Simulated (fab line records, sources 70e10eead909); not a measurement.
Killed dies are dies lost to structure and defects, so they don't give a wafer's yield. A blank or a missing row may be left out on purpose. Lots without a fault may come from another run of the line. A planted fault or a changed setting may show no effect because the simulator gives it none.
Which tool did it? | flow nand_harc | 13 lots, 39 wafers sampled, at 1 step of a route of 1302

WHAT THE GAUGES READ, wafer by wafer
NHARC_A_CONTACT_CD_MEAS_15.
lot  | measured     | on        | cd_nm (nm)
L335 | day 23 07:02 | cd_sem-01 | 190.4 189.6 189.3
L334 | day 23 08:56 | cd_sem-02 | 190.5 189.5 190.0
L336 | day 23 13:29 | cd_sem-01 | 189.5 190.6 189.9
L337 | day 23 20:08 | cd_sem-01 | 190.2 190.1 189.6
L338 | day 24 12:54 | cd_sem-01 | 189.7 189.8 189.6
L339 | day 25 10:34 | cd_sem-03 | 190.5 189.8 190.3
L344 | day 27 05:05 | cd_sem-01 | 190.6 190.8 190.9
L343 | day 27 10:52 | cd_sem-02 | 190.1 190.0 190.3
L342 | day 27 14:20 | cd_sem-03 | 190.2 190.5 190.0
L351 | day 29 22:30 | cd_sem-02 | 189.5 190.6 190.8
L353 | day 30 16:14 | cd_sem-02 | 189.9 189.9 190.8
L355 | day 30 22:58 | cd_sem-03 | 189.8 190.8 191.0
L356 | day 32 19:29 | cd_sem-01 | 189.4 188.4 190.0

WHICH TOOL RAN EACH LOT (tool, then ch and the chambers of the sampled wafers, then the start)
The record holds no process step before these readings.

WHAT THE TOOLS THEMSELVES READ (means of the sampled wafers that have a number; where no wafer has one, the mark that the record gives instead)
The record holds no such reading with a usual standard deviation.

THE ANSWER, worked out from the rows above alone
Rule: what is usual is taken from the lots themselves. Put in order of their means at a reading, lots are off if they are a third of the lots or fewer, leave a main group of 4 or more, and stand apart from it by a gap of 3 or more times the standard deviation of the main group's means; of several such gaps the widest counts. A main group whose means are all the same, to the digits that the tables above print for the reading, isn't used. A lot without any number at a reading at which 4 lots or more have one is off too. The other lots that the step has rows for count as sound. The gauges are gone through in route order, then the tools' own readings, and for those a lot's mean is taken as printed above. The first step at which some lot is off is used, and at that step the reading that is off furthest; a lot without a number counts as furthest.
No lot is off at any reading shown: from this, nothing can be told.

WHAT THE SIMULATOR HAD PUT IN
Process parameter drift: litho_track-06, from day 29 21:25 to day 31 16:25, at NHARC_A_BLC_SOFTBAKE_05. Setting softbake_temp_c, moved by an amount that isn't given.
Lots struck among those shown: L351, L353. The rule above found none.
